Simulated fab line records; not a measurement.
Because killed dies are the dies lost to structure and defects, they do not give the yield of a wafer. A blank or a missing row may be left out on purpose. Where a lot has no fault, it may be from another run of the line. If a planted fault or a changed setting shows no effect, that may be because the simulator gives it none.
Matching of chambers	flow n5 finfet	thermal cvd si-01 running N5_HKMG_FIN_CVD_62: 3 sister chambers
The step deposits a-Si from Si2H6, target thk 3 nm, time 20.8 s. 6 wafers are shown with their chamber, then 7 later ones without.

== WAFERS WITH THEIR CHAMBER ==
wafer	chamber	heater power w (W)
L485.2	2	1590
L489.1	2	1586
L491.4	0	1225
L491.6	1	1466
L495.1	0	1223
L495.3	1	1419

== WAFERS WITH NO CHAMBER GIVEN ==
wafer	heater power w (W)
L495.5	1423
L497.2	1544
L497.3	1241
L497.4	1249
L499.1	1253
L499.2	1606
L499.4	1577

== WHICH CHAMBER EACH WENT THROUGH ==
wafer	from the rows above	in truth
L495.5	1	1
L497.2	2	2
L497.3	0	0
L497.4	0	0
L499.1	0	0
L499.2	2	2
L499.4	2	2
7 of 7 placed correctly. Number that these rows cannot place: 0. Number placed wrongly: 0.
How it was worked out, from the rows above alone: a wafer's distance from a chamber is the root of the sum, over the readings, of the square of ((its reading less the chamber's mean) divided by the reading's scatter). The wafer belongs to the nearest chamber; if the next one is less than 2 further off, it can't be placed. Each chamber's mean is taken over the wafers shown for it. The scatter is the square root of a quotient: the sum, over the shown wafers, of each reading's squared deviation from its chamber's mean, divided by wafers minus chambers.
